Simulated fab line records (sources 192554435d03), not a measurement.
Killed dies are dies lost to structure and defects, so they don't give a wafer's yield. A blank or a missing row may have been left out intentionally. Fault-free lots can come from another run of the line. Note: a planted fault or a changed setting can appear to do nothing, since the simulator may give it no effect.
Split-lot experiment :: flow n5_finfet :: 39 wafers read across 7 lots, on a route 1938 steps long

== THE SPLIT ITSELF ==
At N5_FIN_SAQP_HM_DEP_72 (deposits SiO2 from SiH4/N2O, target thk 12 nm, time 7.2 s), the setting target_thk_a was moved away from the recipe's 120 angstrom on 9 of the 39 wafers read, by -10.9% to +12.2%. This setting was run at the recipe's value on the other wafers.

== FROM THE SPLIT TO THE READING: what the file shows between them, 4 steps ==
- N5_FIN_SAQP_COAT_49: time 60 s, resist thk 100 nm
- N5_FIN_SAQP_COAT_50: time 60 s, resist thk 35 nm
- N5_FIN_SAQP_ETCH_52: etches SOC in N2/H2, target depth 100 nm, overetch 20 nm, time 150 s
- N5_FIN_SAQP_STRIP_53: strips in N2/H2

== THE READING ==
etch.depth_nm (the simulator's own value, which no gauge read), in nm, at N5_FIN_SAQP_HM_OPEN_73 (chemistry CHF3/O2, target SiO2, stops on a-Si, target depth 12 nm, time 16.8 s). There is no usual value for it anywhere in the file. Here, 30 wafers ran the recipe; their average is 11.93 nm with a standard deviation of 0.17 nm.

wafer: L074.1
tool, chamber at the split: pecvd-04, 0
target_thk_a as run, angstrom: 120
against the recipe: recipe
etch.depth_nm, nm: 11.67
against lot-mates on the recipe: -

wafer: L074.2
tool, chamber at the split: pecvd-04, 2
target_thk_a as run, angstrom: 134.6
against the recipe: +12.2%
etch.depth_nm, nm: 13.35
against lot-mates on the recipe: +1.51

wafer: L074.3
tool, chamber at the split: pecvd-04, 1
target_thk_a as run, angstrom: 120
against the recipe: recipe
etch.depth_nm, nm: 11.78
against lot-mates on the recipe: -

wafer: L074.4
tool, chamber at the split: pecvd-04, 2
target_thk_a as run, angstrom: 134.6
against the recipe: +12.2%
etch.depth_nm, nm: 13.41
against lot-mates on the recipe: +1.57

wafer: L074.5
tool, chamber at the split: pecvd-04, 1
target_thk_a as run, angstrom: 134.6
against the recipe: +12.2%
etch.depth_nm, nm: 13.46
against lot-mates on the recipe: +1.62

wafer: L074.6
tool, chamber at the split: pecvd-04, 0
target_thk_a as run, angstrom: 120
against the recipe: recipe
etch.depth_nm, nm: 12.06
against lot-mates on the recipe: -

wafer: L075.1
tool, chamber at the split: pecvd-01, 0
target_thk_a as run, angstrom: 120
against the recipe: recipe
etch.depth_nm, nm: 11.81
against lot-mates on the recipe: -

wafer: L075.2
tool, chamber at the split: pecvd-01, 1
target_thk_a as run, angstrom: 120
against the recipe: recipe
etch.depth_nm, nm: 11.82
against lot-mates on the recipe: -

wafer: L075.6
tool, chamber at the split: pecvd-01, 2
target_thk_a as run, angstrom: 120
against the recipe: recipe
etch.depth_nm, nm: 12.06
against lot-mates on the recipe: -

wafer: L078.1
tool, chamber at the split: pecvd-02, 0
target_thk_a as run, angstrom: 115.6
against the recipe: -3.7%
etch.depth_nm, nm: 11.48
against lot-mates on the recipe: -0.69

wafer: L078.2
tool, chamber at the split: pecvd-02, 1
target_thk_a as run, angstrom: 120
against the recipe: recipe
etch.depth_nm, nm: 11.98
against lot-mates on the recipe: -

wafer: L078.3
tool, chamber at the split: pecvd-02, 1
target_thk_a as run, angstrom: 115.6
against the recipe: -3.7%
etch.depth_nm, nm: 11.84
against lot-mates on the recipe: -0.33

wafer: L078.4
tool, chamber at the split: pecvd-02, 0
target_thk_a as run, angstrom: 115.6
against the recipe: -3.7%
etch.depth_nm, nm: 11.8
against lot-mates on the recipe: -0.37

wafer: L078.5
tool, chamber at the split: pecvd-02, 0
target_thk_a as run, angstrom: 120
against the recipe: recipe
etch.depth_nm, nm: 12.2
against lot-mates on the recipe: -

wafer: L078.6
tool, chamber at the split: pecvd-02, 1
target_thk_a as run, angstrom: 120
against the recipe: recipe
etch.depth_nm, nm: 12.33
against lot-mates on the recipe: -

wafer: L079.1
tool, chamber at the split: pecvd-01, 0
target_thk_a as run, angstrom: 106.9
against the recipe: -10.9%
etch.depth_nm, nm: 10.53
against lot-mates on the recipe: -1.48

wafer: L079.2
tool, chamber at the split: pecvd-01, 2
target_thk_a as run, angstrom: 106.9
against the recipe: -10.9%
etch.depth_nm, nm: 10.7
against lot-mates on the recipe: -1.31

wafer: L079.3
tool, chamber at the split: pecvd-01, 1
target_thk_a as run, angstrom: 120
against the recipe: recipe
etch.depth_nm, nm: 11.83
against lot-mates on the recipe: -

wafer: L079.4
tool, chamber at the split: pecvd-01, 0
target_thk_a as run, angstrom: 120
against the recipe: recipe
etch.depth_nm, nm: 12.01
against lot-mates on the recipe: -

wafer: L079.5
tool, chamber at the split: pecvd-01, 2
target_thk_a as run, angstrom: 120
against the recipe: recipe
etch.depth_nm, nm: 12.18
against lot-mates on the recipe: -

wafer: L079.6
tool, chamber at the split: pecvd-01, 1
target_thk_a as run, angstrom: 106.9
against the recipe: -10.9%
etch.depth_nm, nm: 10.73
against lot-mates on the recipe: -1.28

wafer: L081.1
tool, chamber at the split: pecvd-01, 1
target_thk_a as run, angstrom: 120
against the recipe: recipe
etch.depth_nm, nm: 12.02
against lot-mates on the recipe: -

wafer: L081.2
tool, chamber at the split: pecvd-01, 2,0
target_thk_a as run, angstrom: 120
against the recipe: recipe
etch.depth_nm, nm: 11.89
against lot-mates on the recipe: -

wafer: L081.5
tool, chamber at the split: pecvd-01, 2,0
target_thk_a as run, angstrom: 120
against the recipe: recipe
etch.depth_nm, nm: 11.89
against lot-mates on the recipe: -

wafer: L081.3
tool, chamber at the split: pecvd-01, 0
target_thk_a as run, angstrom: 120
against the recipe: recipe
etch.depth_nm, nm: 11.58
against lot-mates on the recipe: -

wafer: L081.4
tool, chamber at the split: pecvd-01, 1
target_thk_a as run, angstrom: 120
against the recipe: recipe
etch.depth_nm, nm: 12.17
against lot-mates on the recipe: -

wafer: L081.6
tool, chamber at the split: pecvd-01, 2
target_thk_a as run, angstrom: 120
against the recipe: recipe
etch.depth_nm, nm: 12.07
against lot-mates on the recipe: -

wafer: L087.1
tool, chamber at the split: pecvd-04, 0
target_thk_a as run, angstrom: 120
against the recipe: recipe
etch.depth_nm, nm: 11.82
against lot-mates on the recipe: -

wafer: L087.2
tool, chamber at the split: pecvd-04, 1
target_thk_a as run, angstrom: 120
against the recipe: recipe
etch.depth_nm, nm: 11.73
against lot-mates on the recipe: -

wafer: L087.3
tool, chamber at the split: pecvd-04, 2
target_thk_a as run, angstrom: 120
against the recipe: recipe
etch.depth_nm, nm: 11.74
against lot-mates on the recipe: -

wafer: L087.4
tool, chamber at the split: pecvd-04, 0,2
target_thk_a as run, angstrom: 120
against the recipe: recipe
etch.depth_nm, nm: 11.85
against lot-mates on the recipe: -

wafer: L087.5
tool, chamber at the split: pecvd-04, 0,2
target_thk_a as run, angstrom: 120
against the recipe: recipe
etch.depth_nm, nm: 11.85
against lot-mates on the recipe: -

wafer: L087.6
tool, chamber at the split: pecvd-04, 1
target_thk_a as run, angstrom: 120
against the recipe: recipe
etch.depth_nm, nm: 12.06
against lot-mates on the recipe: -

wafer: L089.1
tool, chamber at the split: pecvd-01, 1
target_thk_a as run, angstrom: 120
against the recipe: recipe
etch.depth_nm, nm: 11.89
against lot-mates on the recipe: -

wafer: L089.2
tool, chamber at the split: pecvd-01, 2
target_thk_a as run, angstrom: 120
against the recipe: recipe
etch.depth_nm, nm: 11.97
against lot-mates on the recipe: -

wafer: L089.3
tool, chamber at the split: pecvd-01, 0
target_thk_a as run, angstrom: 120
against the recipe: recipe
etch.depth_nm, nm: 11.84
against lot-mates on the recipe: -

wafer: L089.4
tool, chamber at the split: pecvd-01, 0
target_thk_a as run, angstrom: 120
against the recipe: recipe
etch.depth_nm, nm: 11.78
against lot-mates on the recipe: -

wafer: L089.5
tool, chamber at the split: pecvd-01, 1
target_thk_a as run, angstrom: 120
against the recipe: recipe
etch.depth_nm, nm: 11.81
against lot-mates on the recipe: -

wafer: L089.6
tool, chamber at the split: pecvd-01, 2
target_thk_a as run, angstrom: 120
against the recipe: recipe
etch.depth_nm, nm: 12.06
against lot-mates on the recipe: -
The file does not say which wafer passed through which chamber wherever a row lists several chambers: such a row stands for several wafers.

FIT RESULTS
A straight line over all 39 wafers: etch.depth_nm changes by +0.117 nm for each +1% of target_thk_a; r = +0.96; the points scatter about the line by 0.17 nm.
The same after taking each lot's own level away (the mean of its wafers on the recipe; 39 wafers): +0.127 nm for each +1%; r = +0.98; scatter 0.14 nm.
Per that fit: largest target_thk_a move, reading shift of 1.5 nm.
Across the lots, their own levels run from 11.837 to 12.170 nm, a range of 2.0 times the standard deviation given above.
The two slopes are in agreement: the lot-to-lot level therefore moves the slope only a little.
Check: +1.56 nm against its lot-mates is what the line predicts for one of the wafers moved furthest among these (+12.2%) when that wafer is left out of the fit. Against them it came out at +1.51 nm.

== THE WHOLE CHAIN: every reading that the file lists as answering this split, in the file's order ==
step: N5_FIN_SAQP_HM_DEP_72
what it does: deposits SiO2 from SiH4/N2O, target thk 12 nm, time 7.2 s
reading: SiO2_of_FIN_SAQP_HM_DEP_72.thk_nm (the simulator's own value, which no gauge read)
change (the file's fit): +0.127 nm for each +1% of the setting
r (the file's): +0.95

step: N5_FIN_SAQP_HM_OPEN_73
what it does: chemistry CHF3/O2, target SiO2, stops on a-Si, target depth 12 nm, time 16.8 s
reading: etch.depth_nm (the simulator's own value, which no gauge read)
change (the file's fit): +0.127 nm for each +1% of the setting
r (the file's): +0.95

== THE FILE'S OWN FIT ==
etch.depth_nm changes by +0.127 nm for each +1% of target_thk_a, r = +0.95.
